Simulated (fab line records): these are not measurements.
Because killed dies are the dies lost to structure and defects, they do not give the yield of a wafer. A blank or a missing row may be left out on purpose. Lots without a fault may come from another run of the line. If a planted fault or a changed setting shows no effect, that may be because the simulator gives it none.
Which tool was responsible? -- flow nand_harc -- 11 lots, 33 wafers sampled, at 6 steps of a route of 1302

## WHAT EACH GAUGE READ, for each wafer
NHARC_A_M0_THK_MEAS_24: measures by xrf. Usual: thk_nm reads 114.1 nm (standard deviation 1.2).
lot,measured,on,thk_nm (nm),flag
L373,day 23 19:38,film_metro-01,112.7 114.7 112.3,
L375,day 24 07:54,film_metro-01,115.3 114.2 116.8,
L380,day 25 10:49,film_metro-01,399.4 401.2 400.1,OFF
L379,day 25 13:34,film_metro-01,404.2 403.4 402.1,OFF
L381,day 26 16:13,film_metro-01,113.6 113.7 112.7,
L382,day 27 08:03,film_metro-02,114.9 113.4 115.0,
L387,day 28 22:01,film_metro-01,114.1 114.2 113.0,
L392,day 30 20:49,film_metro-02,113.9 116.0 114.1,
L393,day 31 01:16,film_metro-02,111.9 113.0 113.1,
L394,day 32 01:39,film_metro-02,115.7 112.6 113.4,
L396,day 32 13:31,film_metro-02,111.7 113.6 112.6,

NHARC_END_SORT_01. Usual: defect_limited_yield 90.9 % (standard deviation 2.6); killed_at_array 57 (standard deviation 18); killed_at_other 0.8 (standard deviation 1); killed_at_periphery 3.9 (standard deviation 2.8); killed_dies 62 (standard deviation 18); killed_open 3.4 (standard deviation 1.8); killed_short 2.2 (standard deviation 1.6).
lot,measured,on,defect_limited_yield (%),killed_at_array,killed_at_other,killed_at_periphery,killed_dies,killed_open,killed_short,flag
L380,day 26 23:14,prober-01,0 0 0,675 671 674,2 1 1,0 5 2,677 677 677,4 2 3,0 1 1,OFF
L379,day 27 08:34,prober-01,0 0 0,672 676 675,2 0 0,3 1 2,677 677 677,2 3 4,3 0 0,OFF

## EACH LOT AND THE TOOL THAT RAN IT (in order: tool; ch and the chambers of the sampled wafers; start)
lot,NHARC_A_M0_ETCH_34,NHARC_A_M0_STRIP_18,NHARC_A_M0_DEGAS_28,NHARC_A_M0_CMP_23
L373,"rie_diel-06 ch 0,1, day 23 17:25","rie_diel-06 ch 0,1,3, day 23 17:42","pvd_sputter-01, day 23 18:15","cmp-03 ch 0,2,3, day 23 19:19"
L375,"rie_diel-05 ch 1,2, day 24 05:39","rie_diel-05 ch 2,3, day 24 05:56","pvd_sputter-03, day 24 06:30","cmp-03 ch 2,3, day 24 07:35"
L380,"rie_diel-01 ch 2,3, day 25 08:34","rie_diel-01 ch 2,3, day 25 08:52","pvd_sputter-02, day 25 09:25","cmp-03 ch 0,2,3, day 25 10:35"
L379,"rie_diel-06 ch 0,2,3, day 25 10:48","rie_diel-01 ch 1,2,3, day 25 11:09","pvd_sputter-02, day 25 11:42","cmp-02 ch 0,3, day 25 13:14"
L381,"rie_diel-05 ch 0,2,3, day 26 13:58","rie_diel-01 ch 0,1,3, day 26 14:16","pvd_sputter-03, day 26 14:49","cmp-03 ch 1,2,3, day 26 15:53"
L382,"rie_diel-01 ch 1,2,3, day 27 05:49","rie_diel-01 ch 1,2,3, day 27 06:07","pvd_sputter-02, day 27 06:40","cmp-03 ch 1,2,3, day 27 07:44"
L387,"rie_diel-05 ch 0,3, day 28 19:47","rie_diel-05 ch 0,2,3, day 28 20:07","pvd_sputter-02, day 28 20:37","cmp-02 ch 0,2,3, day 28 21:47"
L392,"rie_diel-05 ch 0,2,3, day 30 18:35","rie_diel-01 ch 1,2,3, day 30 18:52","pvd_sputter-02, day 30 19:25","cmp-01 ch 1,2,3, day 30 20:30"
L393,"rie_diel-01 ch 1,3, day 30 22:59","rie_diel-01 ch 1,3, day 30 23:18","pvd_sputter-01, day 30 23:50","cmp-02 ch 1,3, day 31 00:59"
L394,"rie_diel-05 ch 0,1, day 31 23:25","rie_diel-05 ch 1,3, day 31 23:43","pvd_sputter-02, day 32 00:15","cmp-01 ch 1,2,3, day 32 01:23"
L396,"rie_diel-06 ch 2,3, day 32 11:13","rie_diel-01 ch 1,3, day 32 11:30","pvd_sputter-02, day 32 12:07","cmp-03 ch 0,1,2, day 32 13:14"
- NHARC_A_M0_ETCH_34: etches the open film in N2/H2, target depth 40 nm, overetch 12 nm, time 43.94 s.
- NHARC_A_M0_STRIP_18: strips in N2/H2.
- NHARC_A_M0_DEGAS_28: time 60 s.
- NHARC_A_M0_CMP_23: polishes, t overpolish 20 s, target thk 113.75 nm.

## WHAT THE TOOLS THEMSELVES READ (means of the sampled wafers that have a number; where no wafer has one, the mark that the record gives instead)
NHARC_A_M0_ETCH_34. Usual: drypump_motor_current_A 5.7 A, standard deviation 0.51; oes_product_au 1.002 a.u., standard deviation 0.0098; rf_fwd_power_W 395.0 W, standard deviation 2.5; rf_vpp_V 430.3 V, standard deviation 2.8; showerhead_plenum_p_Torr 2.03 Torr, standard deviation 0.094; throttle_valve_pct 14.170 %, standard deviation 0.0091.
lot,tool,drypump_motor_current_A (A),oes_product_au (a.u.),rf_fwd_power_W (W),rf_vpp_V (V),showerhead_plenum_p_Torr (Torr),throttle_valve_pct (%),flag
L373,rie_diel-06,5.4,1.009,395.3,431.1,2.07,14.170,
L375,rie_diel-05,5.8,0.998,393.4,430.3,2.01,14.170,
L380,rie_diel-01,5.7,0.999,396.9,430.3,2.05,14.159,
L379,rie_diel-06,5.6,1.000,393.2,431.0,2.04,14.164,
L381,rie_diel-05,6.0,1.015,396.2,430.5,2.06,14.165,
L382,rie_diel-01,5.7,0.997,396.9,430.2,2.05,14.177,
L387,rie_diel-05,6.2,1.003,393.7,431.9,2.08,14.164,
L392,rie_diel-05,6.0,1.009,395.0,431.7,2.06,14.170,
L393,rie_diel-01,6.1,1.009,396.5,428.9,1.97,14.172,
L394,rie_diel-05,6.1,1.003,392.6,430.2,2.03,14.159,
L396,rie_diel-06,5.6,1.001,396.7,427.6,1.97,14.176,

NHARC_A_M0_STRIP_18. Usual: drypump_motor_current_A 5.7 A, standard deviation 0.52; oes_product_au 1.003 a.u., standard deviation 0.01; rf_fwd_power_W 997 W, standard deviation 3.2; rf_vpp_V 90.7 V, standard deviation 1.1; showerhead_plenum_p_Torr 2.03 Torr, standard deviation 0.1; throttle_valve_pct 14.171 %, standard deviation 0.0095.
lot,tool,drypump_motor_current_A (A),oes_product_au (a.u.),rf_fwd_power_W (W),rf_vpp_V (V),showerhead_plenum_p_Torr (Torr),throttle_valve_pct (%),flag
L373,rie_diel-06,5.4,1.006,997,91.7,2.09,14.175,
L375,rie_diel-05,6.2,1.007,1000,91.0,2.12,14.179,
L380,rie_diel-01,5.6,0.984,996,90.4,2.05,14.170,
L379,rie_diel-01,5.7,1.001,994,91.3,2.05,14.169,
L381,rie_diel-01,5.8,1.003,1000,90.0,1.96,14.177,
L382,rie_diel-01,5.7,1.001,998,90.6,2.05,14.161,
L387,rie_diel-05,6.0,1.014,996,90.2,2.06,14.167,
L392,rie_diel-01,5.7,0.997,995,90.4,2.05,14.178,
L393,rie_diel-01,6.1,1.009,996,90.7,1.98,14.167,
L394,rie_diel-05,6.1,1.006,995,90.5,2.08,14.171,
L396,rie_diel-01,6.1,1.000,995,90.7,1.97,14.169,

NHARC_A_M0_DEGAS_28. Usual: heater_power_w reads 328 W (standard deviation 37).
lot,tool,heater_power_w (W),flag
L373,pvd_sputter-01,291,
L375,pvd_sputter-03,343,
L380,pvd_sputter-02,346,
L379,pvd_sputter-02,350,
L381,pvd_sputter-03,326,
L382,pvd_sputter-02,348,
L387,pvd_sputter-02,352,
L392,pvd_sputter-02,352,
L393,pvd_sputter-01,289,
L394,pvd_sputter-02,349,
L396,pvd_sputter-02,348,

NHARC_A_M0_CMP_23. Usual: edge_zone_pressure_frac 1.000, standard deviation 0.0054; motor_current_A 11.5 A, standard deviation 1.5; slurry_filter_dp_kPa 13.50 kPa, standard deviation 0.15; time_to_endpoint_s 29.0 s, standard deviation 2.6.
lot,tool,edge_zone_pressure_frac,motor_current_A (A),slurry_filter_dp_kPa (kPa),time_to_endpoint_s (s),flag
L373,cmp-03,1.004,10.9,13.45,25.8,
L375,cmp-03,1.003,11.7,13.39,26.5,
L380,cmp-03,-,-,-,-,OFF
L379,cmp-02,-,-,-,-,OFF
L381,cmp-03,1.001,11.1,13.60,27.1,
L382,cmp-03,0.999,11.8,13.51,29.8,
L387,cmp-02,1.006,10.9,13.46,28.2,
L392,cmp-01,0.999,12.5,13.53,26.5,
L393,cmp-02,1.005,12.0,13.58,28.8,
L394,cmp-01,1.001,12.5,13.46,31.2,
L396,cmp-03,1.000,10.6,13.48,26.0,

## THE ANSWER, worked out from the rows above alone
Rule: lot off if the mean of its wafers having a number is beyond 3 standard deviations from the usual mean. A lot without any number at a reading at which 4 lots or more have one is off too. Where the step has rows for the other lots, those lots are counted as sound. Order of review: gauges by route order, followed by the tools' own readings, for which a lot's mean as printed above is used. The first step at which some lot is off is used, and at that step the reading that is off furthest; a lot without a number counts as furthest.
Off: L380, L379 (NHARC_A_M0_THK_MEAS_24, thk_nm).
A tool fits if, at a process step before that reading, it ran every lot that is off, and no sound lot after the first of them. The gauges at NHARC_A_M0_THK_MEAS_24 aren't tried: what is off there is off at NHARC_END_SORT_01 too, on other tools, and a gauge's error can't cause that. No candidate that was tried fits.

## WHAT THE SIMULATOR HAD PUT IN
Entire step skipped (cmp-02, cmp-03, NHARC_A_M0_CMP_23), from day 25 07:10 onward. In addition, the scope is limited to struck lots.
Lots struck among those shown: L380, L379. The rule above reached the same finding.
